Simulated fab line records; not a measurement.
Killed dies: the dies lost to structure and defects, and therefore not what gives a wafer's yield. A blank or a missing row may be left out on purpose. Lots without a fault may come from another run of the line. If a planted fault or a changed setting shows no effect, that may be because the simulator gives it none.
Which tool did it? + flow nandHarc + 6 lots, 18 wafers sampled, at 1 step of a route of 1159

WHAT THE GAUGES READ, wafer by wafer
NHARC_A_BLC_OVL_MEAS_11.
| lot  | measured     | on         | overlayXNm (nm) |
|------|--------------|------------|-----------------|
| L563 | day 17 21:02 | overlay-02 | 0.4 0.7 0.6     |
| L568 | day 18 05:28 | overlay-02 | 0.6 0.6 0.6     |
| L570 | day 18 22:57 | overlay-01 | -0.9 -0.2 -0.4  |
| L576 | day 20 00:58 | overlay-02 | 1.5 1.3 0.8     |
| L585 | day 22 05:44 | overlay-01 | -0.5 0.0 0.1    |
| L582 | day 22 17:42 | overlay-02 | 0.7 0.9 0.3     |

WHICH TOOL RAN EACH LOT (tool, then ch and the chambers of the sampled wafers, then the start)
Record: no process step prior to these readings.

THE ANSWER, worked out from the rows above alone
Rule: the usual values come from the lots themselves. Put in order of their means at a reading, lots are off if they are a third of the lots or fewer, leave a main group of 4 or more, and stand apart from it by a gap of 3 or more times the standard deviation of the main group's means; of several such gaps the widest counts. Not used: any main group whose means are identical at the precision the tables above print for the reading. Also off: a lot with no number at a reading for which 4 or more lots have one. The other lots that the step has rows for count as sound.
None of the lots is off at any reading shown; this tells nothing.

WHAT HAD BEEN PUT IN BY THE SIMULATOR
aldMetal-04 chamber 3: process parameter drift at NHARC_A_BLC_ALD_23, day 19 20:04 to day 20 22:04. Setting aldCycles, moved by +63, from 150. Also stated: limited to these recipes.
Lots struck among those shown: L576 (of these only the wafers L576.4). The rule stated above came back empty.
